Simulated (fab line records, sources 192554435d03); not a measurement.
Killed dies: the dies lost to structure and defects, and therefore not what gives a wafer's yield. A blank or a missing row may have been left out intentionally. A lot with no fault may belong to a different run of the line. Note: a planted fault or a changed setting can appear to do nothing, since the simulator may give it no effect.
Which of the tools did it? || flow n5_finfet || 9 lots, 25 wafers sampled, at 5 steps of a route of 1938

== WHAT THE GAUGES READ, wafer by wafer ==
N5_BEOL_M0_SAQP_CD_MEAS_29: target cd 14.4 nm. Usual: cd_nm reads 14.99 nm (standard deviation 0.22).
{"lot": "L558", "measured": "day 5 16:34", "on": "cd_sem-01", "cd_nm (nm)": "14.68 14.95 14.71", "flag": ""}
{"lot": "L560", "measured": "day 6 00:52", "on": "cd_sem-03", "cd_nm (nm)": "15.12 15.02 14.91", "flag": ""}
{"lot": "L566", "measured": "day 7 18:49", "on": "cd_sem-02", "cd_nm (nm)": "15.14 14.87", "flag": ""}
{"lot": "L567", "measured": "day 8 01:07", "on": "cd_sem-02", "cd_nm (nm)": "14.95 14.80", "flag": ""}
{"lot": "L571", "measured": "day 8 18:11", "on": "cd_sem-01", "cd_nm (nm)": "14.89 15.16 14.94", "flag": ""}
{"lot": "L572", "measured": "day 9 11:12", "on": "cd_sem-03", "cd_nm (nm)": "14.51 14.65 15.31", "flag": ""}
{"lot": "L575", "measured": "day 9 18:12", "on": "cd_sem-02", "cd_nm (nm)": "14.85 15.25 15.34", "flag": ""}
{"lot": "L577", "measured": "day 10 12:46", "on": "cd_sem-03", "cd_nm (nm)": "14.94 14.86 15.11", "flag": ""}
{"lot": "L580", "measured": "day 11 18:39", "on": "cd_sem-03", "cd_nm (nm)": "14.96 15.09 14.86", "flag": ""}

N5_BEOL_M4_RC_MEAS_101. Usual: DIBL_N 36.4 mV/V, standard deviation 1.3; DIBL_P 36.5 mV/V, standard deviation 1.7; IOFF_N 0.154 nA/um, standard deviation 0.022; IOFF_P 0.202 nA/um, standard deviation 0.025; ION_N 671 uA/um, standard deviation 9.8; ION_P 460 uA/um, standard deviation 6.8; SS_N 71.6 mV/dec, standard deviation 0.54; SS_P 73.4 mV/dec, standard deviation 0.58; VT_N 250.9 mV, standard deviation 2.8; VT_P -251.4 mV, standard deviation 2.7.
{"lot": "L558", "measured": "day 7 23:53", "on": "prober-01", "DIBL_N (mV/V)": "39.0 39.4 40.5", "DIBL_P (mV/V)": "37.2 37.7 39.9", "IOFF_N (nA/um)": "0.176 0.183 0.224", "IOFF_P (nA/um)": "0.213 0.222 0.259", "ION_N (uA/um)": "686 683 697", "ION_P (uA/um)": "469 461 477", "SS_N (mV/dec)": "73.3 72.5 72.8", "SS_P (mV/dec)": "74.2 74.1 74.2", "VT_N (mV)": "247.0 247.6 244.5", "VT_P (mV)": "-251.2 -249.5 -250.8", "flag": ""}
{"lot": "L560", "measured": "day 8 07:36", "on": "prober-02", "DIBL_N (mV/V)": "37.7 34.9 37.6", "DIBL_P (mV/V)": "38.0 34.4 37.3", "IOFF_N (nA/um)": "0.170 0.125 0.170", "IOFF_P (nA/um)": "0.216 0.167 0.201", "ION_N (uA/um)": "667 657 672", "ION_P (uA/um)": "457 453 456", "SS_N (mV/dec)": "71.6 70.8 71.3", "SS_P (mV/dec)": "74.3 73.3 74.2", "VT_N (mV)": "249.1 255.3 251.2", "VT_P (mV)": "-252.6 -256.2 -253.2", "flag": ""}
{"lot": "L566", "measured": "day 10 06:58", "on": "prober-02", "DIBL_N (mV/V)": "38.1 35.6", "DIBL_P (mV/V)": "39.3 35.2", "IOFF_N (nA/um)": "0.194 0.135", "IOFF_P (nA/um)": "0.264 0.194", "ION_N (uA/um)": "684 664", "ION_P (uA/um)": "474 461", "SS_N (mV/dec)": "72.1 71.9", "SS_P (mV/dec)": "73.9 73.4", "VT_N (mV)": "247.2 253.0", "VT_P (mV)": "-247.0 -250.1", "flag": ""}
{"lot": "L567", "measured": "day 10 08:23", "on": "prober-01", "DIBL_N (mV/V)": "36.8 35.9", "DIBL_P (mV/V)": "37.6 36.6", "IOFF_N (nA/um)": "0.163 0.149", "IOFF_P (nA/um)": "0.205 0.195", "ION_N (uA/um)": "674 672", "ION_P (uA/um)": "460 467", "SS_N (mV/dec)": "71.6 71.7", "SS_P (mV/dec)": "73.1 73.2", "VT_N (mV)": "249.0 250.0", "VT_P (mV)": "-249.7 -250.1", "flag": ""}
{"lot": "L571", "measured": "day 10 14:43", "on": "prober-02", "DIBL_N (mV/V)": "36.2 35.1 34.2", "DIBL_P (mV/V)": "36.7 35.4 33.9", "IOFF_N (nA/um)": "0.164 0.143 0.132", "IOFF_P (nA/um)": "0.205 0.187 0.176", "ION_N (uA/um)": "681 671 671", "ION_P (uA/um)": "464 459 458", "SS_N (mV/dec)": "71.7 71.8 71.3", "SS_P (mV/dec)": "72.6 72.5 72.5", "VT_N (mV)": "250.9 252.5 251.3", "VT_P (mV)": "-250.8 -251.6 -253.4", "flag": ""}
{"lot": "L572", "measured": "day 11 21:34", "on": "prober-02", "DIBL_N (mV/V)": "35.3 36.9 35.7", "DIBL_P (mV/V)": "35.9 37.8 35.5", "IOFF_N (nA/um)": "0.150 0.181 0.150", "IOFF_P (nA/um)": "0.196 0.220 0.189", "ION_N (uA/um)": "689 689 674", "ION_P (uA/um)": "471 467 462", "SS_N (mV/dec)": "71.5 72.5 71.9", "SS_P (mV/dec)": "73.8 73.8 73.2", "VT_N (mV)": "247.1 248.2 249.2", "VT_P (mV)": "-252.5 -249.6 -251.8", "flag": ""}
{"lot": "L575", "measured": "day 12 04:25", "on": "prober-01", "DIBL_N (mV/V)": "34.8 35.5 36.8", "DIBL_P (mV/V)": "34.5 35.5 36.3", "IOFF_N (nA/um)": "0.125 0.136 0.145", "IOFF_P (nA/um)": "0.172 0.194 0.209", "ION_N (uA/um)": "655 660 659", "ION_P (uA/um)": "449 458 458", "SS_N (mV/dec)": "71.9 71.4 71.2", "SS_P (mV/dec)": "72.9 73.9 73.0", "VT_N (mV)": "256.1 254.0 250.3", "VT_P (mV)": "-255.7 -254.8 -253.4", "flag": ""}
{"lot": "L577", "measured": "day 12 18:36", "on": "prober-01", "DIBL_N (mV/V)": "35.8 38.0 36.2", "DIBL_P (mV/V)": "35.5 37.1 35.9", "IOFF_N (nA/um)": "0.135 0.161 0.139", "IOFF_P (nA/um)": "0.225 0.260 0.243", "ION_N (uA/um)": "662 656 655", "ION_P (uA/um)": "466 461 458", "SS_N (mV/dec)": "70.9 72.7 71.7", "SS_P (mV/dec)": "73.0 73.9 73.3", "VT_N (mV)": "253.4 249.9 252.5", "VT_P (mV)": "-250.0 -247.8 -245.9", "flag": ""}
{"lot": "L580", "measured": "day 13 22:59", "on": "prober-01", "DIBL_N (mV/V)": "34.7 35.0 35.2", "DIBL_P (mV/V)": "34.7 35.3 36.0", "IOFF_N (nA/um)": "0.130 0.134 0.145", "IOFF_P (nA/um)": "0.191 0.199 0.215", "ION_N (uA/um)": "662 679 672", "ION_P (uA/um)": "459 466 464", "SS_N (mV/dec)": "71.6 70.6 71.2", "SS_P (mV/dec)": "72.5 72.7 72.4", "VT_N (mV)": "253.3 251.0 250.8", "VT_P (mV)": "-251.2 -248.1 -249.1", "flag": ""}

== EACH LOT AND THE TOOL THAT RAN IT (in order: tool; ch and the chambers of the sampled wafers; start) ==
{"lot": "L558", "N5_BEOL_M0_SAQP_SPACER2_ALD_26": "ald_sin-03 ch 0,2,3, day 5 15:49", "N5_BEOL_M0_SAQP_ETCH_73": "rie_diel-01 ch 1,2,3, day 5 17:06", "N5_BEOL_M0_SAQP_ETCH_49": "rie_diel-01 ch 1,3, day 5 18:02"}
{"lot": "L560", "N5_BEOL_M0_SAQP_SPACER2_ALD_26": "ald_sin-02 ch 0,2,3, day 6 00:07", "N5_BEOL_M0_SAQP_ETCH_73": "rie_diel-01 ch 1,2, day 6 01:23", "N5_BEOL_M0_SAQP_ETCH_49": "rie_diel-04 ch 0,2, day 6 02:08"}
{"lot": "L566", "N5_BEOL_M0_SAQP_SPACER2_ALD_26": "ald_sin-03 ch 0,2, day 7 18:04", "N5_BEOL_M0_SAQP_ETCH_73": "rie_diel-03 ch 1,2, day 7 19:32", "N5_BEOL_M0_SAQP_ETCH_49": "rie_diel-03 ch 1,2, day 7 20:21"}
{"lot": "L567", "N5_BEOL_M0_SAQP_SPACER2_ALD_26": "ald_sin-03 ch 0,3, day 8 00:22", "N5_BEOL_M0_SAQP_ETCH_73": "rie_diel-03 ch 0,2, day 8 01:36", "N5_BEOL_M0_SAQP_ETCH_49": "rie_diel-04 ch 2,3, day 8 02:22"}
{"lot": "L571", "N5_BEOL_M0_SAQP_SPACER2_ALD_26": "ald_sin-02 ch 0,2,3, day 8 17:26", "N5_BEOL_M0_SAQP_ETCH_73": "rie_diel-04 ch 0,1,2, day 8 18:47", "N5_BEOL_M0_SAQP_ETCH_49": "rie_diel-01 ch 2,3, day 8 20:29"}
{"lot": "L572", "N5_BEOL_M0_SAQP_SPACER2_ALD_26": "ald_sin-03 ch 0,3, day 9 10:27", "N5_BEOL_M0_SAQP_ETCH_73": "rie_diel-01 ch 1,3, day 9 11:52", "N5_BEOL_M0_SAQP_ETCH_49": "rie_diel-03 ch 0,1,3, day 9 12:38"}
{"lot": "L575", "N5_BEOL_M0_SAQP_SPACER2_ALD_26": "ald_sin-04 ch 0,1,3, day 9 17:27", "N5_BEOL_M0_SAQP_ETCH_73": "rie_diel-04 ch 0,2, day 9 19:42", "N5_BEOL_M0_SAQP_ETCH_49": "rie_diel-01 ch 1,3, day 9 20:35"}
{"lot": "L577", "N5_BEOL_M0_SAQP_SPACER2_ALD_26": "ald_sin-03 ch 1,2,3, day 10 11:55", "N5_BEOL_M0_SAQP_ETCH_73": "rie_diel-01 ch 0,2, day 10 14:10", "N5_BEOL_M0_SAQP_ETCH_49": "rie_diel-03 ch 1,2, day 10 14:59"}
{"lot": "L580", "N5_BEOL_M0_SAQP_SPACER2_ALD_26": "ald_sin-02 ch 0,1,3, day 11 17:53", "N5_BEOL_M0_SAQP_ETCH_73": "rie_diel-03 ch 0,1, day 11 19:08", "N5_BEOL_M0_SAQP_ETCH_49": "rie_diel-01 ch 1,3, day 11 19:53"}
- N5_BEOL_M0_SAQP_SPACER2_ALD_26: deposits SiO2, target thk 15 nm, pulse time 1 s, purge time 2 s.
- N5_BEOL_M0_SAQP_ETCH_73: etches SiARC in CF4, target depth 19.5 nm, time 32.5 s.
- N5_BEOL_M0_SAQP_ETCH_49: etches SiO2 in CF4/O2, target depth 37 nm.

== AS READ BY THE TOOLS THEMSELVES (means over the sampled wafers that have a number; for cases with no such wafer, the mark the record gives instead) ==
N5_BEOL_M0_SAQP_SPACER2_ALD_26. Usual: chamber_pressure_Torr 1.999 Torr, standard deviation 0.0041; heater_power_w 512 W, standard deviation 39; precursor_pulse_height_rel 0.999, standard deviation 0.019.
{"lot": "L558", "tool": "ald_sin-03", "chamber_pressure_Torr (Torr)": 1.996, "heater_power_w (W)": 493, "precursor_pulse_height_rel": 0.989, "flag": ""}
{"lot": "L560", "tool": "ald_sin-02", "chamber_pressure_Torr (Torr)": 1.998, "heater_power_w (W)": 519, "precursor_pulse_height_rel": 1.008, "flag": ""}
{"lot": "L566", "tool": "ald_sin-03", "chamber_pressure_Torr (Torr)": 1.997, "heater_power_w (W)": 484, "precursor_pulse_height_rel": 1.005, "flag": ""}
{"lot": "L567", "tool": "ald_sin-03", "chamber_pressure_Torr (Torr)": 2.002, "heater_power_w (W)": 466, "precursor_pulse_height_rel": 0.980, "flag": ""}
{"lot": "L571", "tool": "ald_sin-02", "chamber_pressure_Torr (Torr)": 1.997, "heater_power_w (W)": 526, "precursor_pulse_height_rel": 1.000, "flag": ""}
{"lot": "L572", "tool": "ald_sin-03", "chamber_pressure_Torr (Torr)": 2.000, "heater_power_w (W)": 467, "precursor_pulse_height_rel": 1.010, "flag": ""}
{"lot": "L575", "tool": "ald_sin-04", "chamber_pressure_Torr (Torr)": 1.999, "heater_power_w (W)": 502, "precursor_pulse_height_rel": 0.996, "flag": ""}
{"lot": "L577", "tool": "ald_sin-03", "chamber_pressure_Torr (Torr)": 2.000, "heater_power_w (W)": 509, "precursor_pulse_height_rel": 1.006, "flag": ""}
{"lot": "L580", "tool": "ald_sin-02", "chamber_pressure_Torr (Torr)": 1.999, "heater_power_w (W)": 523, "precursor_pulse_height_rel": 0.994, "flag": ""}

N5_BEOL_M0_SAQP_ETCH_73. Usual: drypump_motor_current_A 5.5 A, standard deviation 0.39; etch_rf_on_time_s 32.0 s, standard deviation 0.53; oes_product_au 0.70 a.u., standard deviation 0.072; rf_vpp_V 184.4 V, standard deviation 1.3; showerhead_plenum_p_Torr 2.17 Torr, standard deviation 0.076; throttle_valve_pct 15.58 %, standard deviation 0.25.
{"lot": "L558", "tool": "rie_diel-01", "drypump_motor_current_A (A)": 5.6, "etch_rf_on_time_s (s)": 31.8, "oes_product_au (a.u.)": 0.73, "rf_vpp_V (V)": 184.2, "showerhead_plenum_p_Torr (Torr)": 2.19, "throttle_valve_pct (%)": 15.44, "flag": ""}
{"lot": "L560", "tool": "rie_diel-01", "drypump_motor_current_A (A)": 5.6, "etch_rf_on_time_s (s)": 32.2, "oes_product_au (a.u.)": 0.66, "rf_vpp_V (V)": 185.0, "showerhead_plenum_p_Torr (Torr)": 2.17, "throttle_valve_pct (%)": 15.57, "flag": ""}
{"lot": "L566", "tool": "rie_diel-03", "drypump_motor_current_A (A)": 5.7, "etch_rf_on_time_s (s)": 35.0, "oes_product_au (a.u.)": 0.71, "rf_vpp_V (V)": 185.4, "showerhead_plenum_p_Torr (Torr)": 2.21, "throttle_valve_pct (%)": 15.62, "flag": "OFF"}
{"lot": "L567", "tool": "rie_diel-03", "drypump_motor_current_A (A)": 5.3, "etch_rf_on_time_s (s)": 34.6, "oes_product_au (a.u.)": 0.63, "rf_vpp_V (V)": 184.9, "showerhead_plenum_p_Torr (Torr)": 2.15, "throttle_valve_pct (%)": 15.87, "flag": "OFF"}
{"lot": "L571", "tool": "rie_diel-04", "drypump_motor_current_A (A)": 5.8, "etch_rf_on_time_s (s)": 32.7, "oes_product_au (a.u.)": 0.62, "rf_vpp_V (V)": 183.9, "showerhead_plenum_p_Torr (Torr)": 2.16, "throttle_valve_pct (%)": 15.69, "flag": ""}
{"lot": "L572", "tool": "rie_diel-01", "drypump_motor_current_A (A)": 5.8, "etch_rf_on_time_s (s)": 32.1, "oes_product_au (a.u.)": 0.74, "rf_vpp_V (V)": 185.3, "showerhead_plenum_p_Torr (Torr)": 2.23, "throttle_valve_pct (%)": 15.27, "flag": ""}
{"lot": "L575", "tool": "rie_diel-04", "drypump_motor_current_A (A)": 5.8, "etch_rf_on_time_s (s)": 32.4, "oes_product_au (a.u.)": 0.58, "rf_vpp_V (V)": 184.3, "showerhead_plenum_p_Torr (Torr)": 2.20, "throttle_valve_pct (%)": 15.91, "flag": ""}
{"lot": "L577", "tool": "rie_diel-01", "drypump_motor_current_A (A)": 5.4, "etch_rf_on_time_s (s)": 32.1, "oes_product_au (a.u.)": 0.80, "rf_vpp_V (V)": 184.3, "showerhead_plenum_p_Torr (Torr)": 2.16, "throttle_valve_pct (%)": 15.42, "flag": ""}
{"lot": "L580", "tool": "rie_diel-03", "drypump_motor_current_A (A)": 5.5, "etch_rf_on_time_s (s)": 31.7, "oes_product_au (a.u.)": 0.77, "rf_vpp_V (V)": 185.3, "showerhead_plenum_p_Torr (Torr)": 2.24, "throttle_valve_pct (%)": 15.50, "flag": ""}

N5_BEOL_M0_SAQP_ETCH_49. Usual: drypump_motor_current_A 5.6 A, standard deviation 0.41; oes_product_au 0.80 a.u., standard deviation 0.085; rf_vpp_V 241.4 V, standard deviation 2.7; showerhead_plenum_p_Torr 2.23 Torr, standard deviation 0.078; throttle_valve_pct 15.85 %, standard deviation 0.25.
{"lot": "L558", "tool": "rie_diel-01", "drypump_motor_current_A (A)": 5.6, "oes_product_au (a.u.)": 0.92, "rf_vpp_V (V)": 243.4, "showerhead_plenum_p_Torr (Torr)": 2.28, "throttle_valve_pct (%)": 15.57, "flag": ""}
{"lot": "L560", "tool": "rie_diel-04", "drypump_motor_current_A (A)": 5.8, "oes_product_au (a.u.)": 0.70, "rf_vpp_V (V)": 242.5, "showerhead_plenum_p_Torr (Torr)": 2.27, "throttle_valve_pct (%)": 16.08, "flag": ""}
{"lot": "L566", "tool": "rie_diel-03", "drypump_motor_current_A (A)": 5.7, "oes_product_au (a.u.)": 0.85, "rf_vpp_V (V)": 239.1, "showerhead_plenum_p_Torr (Torr)": 2.29, "throttle_valve_pct (%)": 15.87, "flag": ""}
{"lot": "L567", "tool": "rie_diel-04", "drypump_motor_current_A (A)": 6.1, "oes_product_au (a.u.)": 0.70, "rf_vpp_V (V)": 239.6, "showerhead_plenum_p_Torr (Torr)": 2.18, "throttle_valve_pct (%)": 16.03, "flag": ""}
{"lot": "L571", "tool": "rie_diel-01", "drypump_motor_current_A (A)": 5.5, "oes_product_au (a.u.)": 0.82, "rf_vpp_V (V)": 241.8, "showerhead_plenum_p_Torr (Torr)": 2.22, "throttle_valve_pct (%)": 15.85, "flag": ""}
{"lot": "L572", "tool": "rie_diel-03", "drypump_motor_current_A (A)": 5.3, "oes_product_au (a.u.)": 0.80, "rf_vpp_V (V)": 239.2, "showerhead_plenum_p_Torr (Torr)": 2.16, "throttle_valve_pct (%)": 15.95, "flag": ""}
{"lot": "L575", "tool": "rie_diel-01", "drypump_motor_current_A (A)": 5.6, "oes_product_au (a.u.)": 0.85, "rf_vpp_V (V)": 243.9, "showerhead_plenum_p_Torr (Torr)": 2.27, "throttle_valve_pct (%)": 15.64, "flag": ""}
{"lot": "L577", "tool": "rie_diel-03", "drypump_motor_current_A (A)": 5.6, "oes_product_au (a.u.)": 0.82, "rf_vpp_V (V)": 240.1, "showerhead_plenum_p_Torr (Torr)": 2.29, "throttle_valve_pct (%)": 15.97, "flag": ""}
{"lot": "L580", "tool": "rie_diel-01", "drypump_motor_current_A (A)": 5.7, "oes_product_au (a.u.)": 0.83, "rf_vpp_V (V)": 243.4, "showerhead_plenum_p_Torr (Torr)": 2.29, "throttle_valve_pct (%)": 15.55, "flag": ""}

== THE ANSWER, worked out from the rows above alone ==
Rule: a lot is off if the mean of its wafers that have a number lies more than 3 standard deviations from the usual mean. A lot without any number at a reading at which 4 lots or more have one is off too. The other lots that the step has rows for count as sound. The gauges are gone through in route order, then the tools' own readings, and for those a lot's mean is taken as printed above. The first step at which some lot is off is used, and at that step the reading that is off furthest; a lot without a number counts as furthest.
Off: L566, L567 (N5_BEOL_M0_SAQP_ETCH_73, etch_rf_on_time_s).
If a tool, at that step or one of the process steps before it, ran each lot that is off and ran no sound lot following the first of them, it fits. Of those tried, none fits.

== WHAT HAD BEEN PUT IN BY THE SIMULATOR ==
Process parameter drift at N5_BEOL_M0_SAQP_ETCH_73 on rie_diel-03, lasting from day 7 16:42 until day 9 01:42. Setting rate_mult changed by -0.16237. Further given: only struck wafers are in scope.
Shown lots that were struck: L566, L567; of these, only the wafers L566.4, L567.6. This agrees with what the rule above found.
